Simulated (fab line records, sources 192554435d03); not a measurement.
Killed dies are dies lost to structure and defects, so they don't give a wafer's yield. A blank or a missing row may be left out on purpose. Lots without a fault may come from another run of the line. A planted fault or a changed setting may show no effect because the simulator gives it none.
Chamber matching | flow n5_finfet | N5_BEOL_M1_STRIP_19 on rie_diel-05: 4 sister chambers
The step strips in O2. 8 wafers are shown with their chamber, then 7 later ones without.

WAFERS WITH THEIR CHAMBER
wafer  | chamber | showerhead_plenum_p_Torr (Torr) | throttle_valve_pct (%)
L074.6 | 2       | 2.07                            | 16.96
L083.2 | 1       | 1.97                            | 17.07
L083.6 | 1       | 1.97                            | 17.07
L086.1 | 3       | 2.18                            | 16.69
L086.3 | 0       | 2.08                            | 16.42
L086.4 | 2       | 2.06                            | 17.00
L093.1 | 0       | 2.08                            | 16.44
L093.4 | 3       | 2.18                            | 16.72

WAFERS WITHOUT THEIR CHAMBER
wafer  | showerhead_plenum_p_Torr (Torr) | throttle_valve_pct (%)
L093.6 | 2.08                            | 16.46
L095.2 | 2.08                            | 16.47
L095.3 | 2.23                            | 16.65
L095.6 | 2.23                            | 16.65
L097.3 | 2.08                            | 16.47
L097.4 | 2.23                            | 16.67
L097.6 | 2.08                            | 16.46

WHICH CHAMBER EACH WENT THROUGH
wafer  | from the rows above | in truth
L093.6 | 0                   | 0
L095.2 | 0                   | 0
L095.3 | 3                   | 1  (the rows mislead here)
L095.6 | 3                   | 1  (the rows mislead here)
L097.3 | 0                   | 0
L097.4 | 3                   | 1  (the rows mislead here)
L097.6 | 0                   | 0
Placed correctly: 4 of 7. Can't be placed from these rows: 0. Placed wrongly: 3.
How it was worked out, from the rows above alone: a wafer's distance from a chamber is the root of the sum, over the readings, of the square of ((its reading less the chamber's mean) divided by the reading's scatter). The wafer belongs to the nearest chamber; if the next one is less than 2 further off, it can't be placed. A chamber's mean is the mean of its shown wafers. The scatter: the root of (the sum of the squares of (reading less its chamber's mean) over the shown wafers, divided by (wafers less chambers)).
